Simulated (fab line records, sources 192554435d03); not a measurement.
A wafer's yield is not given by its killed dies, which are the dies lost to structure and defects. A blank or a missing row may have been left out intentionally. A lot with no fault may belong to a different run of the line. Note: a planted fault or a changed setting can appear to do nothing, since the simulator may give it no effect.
Problem report in the 8D (eight disciplines) form, filled by code | flow n5Finfet | the parts of the form that need people (team, actions taken, sign-off) are left out

== 1. WHAT IS WRONG ==
A mean of 4010.5 nm is read at N5_PASSIVATION_CD_MEAS_30 for cdNm, taken on 1 wafer of 1 lot, against 4001.5 nm (standard deviation 2) on wafers free of any fault. Relative to the usual mean, that is a shift of +4.5 standard deviations.
The step: target cd 4000 nm.
Earliest sighting: wafer L810.2 on cdSem-03 at day 15 01:35. At this step, 31 wafers from 11 lots have a number in the record. Rule for "out" (also "out of limits"): further than 4 standard deviations from the usual mean. The other wafers with a number count as sound.

== 2. WHAT IT IS, WHAT IT ISN'T ==
question                    | is                | is not
which readings at this step | cdNm              | -
which lots                  | L810              | L797, L798, L800, L801, L802, L805, L816, L817, L819, L820
which wafers of those lots  | L810.2            | L810.5
read on which gauges        | cdSem-03          | cdSem-01, cdSem-02
when                        | from day 15 01:35 | up to then (18 sound wafers); but 12 sound wafers of L816, L817, L819, L820 came after

== 3. SUSPECTS, AND WHAT RULES EACH OUT ==
Counting: any tool at a process step up to the reading remains a suspect provided it ran every lot that is out. Sound lots after the first of them don't rule it out here, since some wafers of a struck lot are sound.
- the gauge at N5_PASSIVATION_CD_MEAS_30: kept. All the wafers that are out were read on cdSem-03, and no step on other tools shows them out.
- pvdSputter-03 at N5_PASSIVATION_SPUTTER_20 (material TaN, target thk 50 nm): kept. It ran the lot that is out, L810 (day 15 01:01).
- pvdSputter-03 at N5_PASSIVATION_AL_DEP_21 (deposits Al, target thk 2800 nm, time 170 s): kept. It ran the lot that is out, L810 (day 15 01:07).
- krfScanner-01 at N5_PASSIVATION_EXPOSE_27 (exposes mask PAD, defocus 0 nm): kept. It processed L810, the lot that is out, at day 15 01:25, and its most recent sound lot before then was L805 at day 13 15:55.
Left after counting: pvdSputter-03 at N5_PASSIVATION_SPUTTER_20, pvdSputter-03 at N5_PASSIVATION_AL_DEP_21, krfScanner-01 at N5_PASSIVATION_EXPOSE_27, cdSem-03 at N5_PASSIVATION_CD_MEAS_30.

== 4. THE CAUSE (what the simulator had put in) ==
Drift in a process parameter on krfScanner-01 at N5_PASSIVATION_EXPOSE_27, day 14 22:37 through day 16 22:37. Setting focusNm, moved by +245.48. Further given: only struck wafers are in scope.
This tool is one of the 4 suspects left after counting.

== 5. SEQUENCE OF EFFECTS, ordered by route ==
Each row: a reading whose mean over the struck wafers that have a number lies more than 3 standard deviations from the usual. Readings are gone through only where the record gives a usual standard deviation; hours: the median, over the lots, of the time from a lot's start at the first step in this table giving one to that lot's start at this step; sigmas: the change measured in usual standard deviations.
hours | step                      | reading | usual     | on struck wafers | change | sigmas
0     | N5_PASSIVATION_CD_MEAS_30 | cdNm    | 4001.5 nm | 4010.5           | +9.0   | +4.5

== 6. WHAT WOULD HAVE CAUGHT IT SOONER ==
In this record the first reading out of limits at a measuring or inspecting step was taken at day 15 01:35, 3 hours after the fault began at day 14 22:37.
The start of N5_PASSIVATION_EXPOSE_27 on krfScanner-01 came by day 15 01:35 for every one of the lots that are out (1). A hold on the tool at that time would have spared none of them.
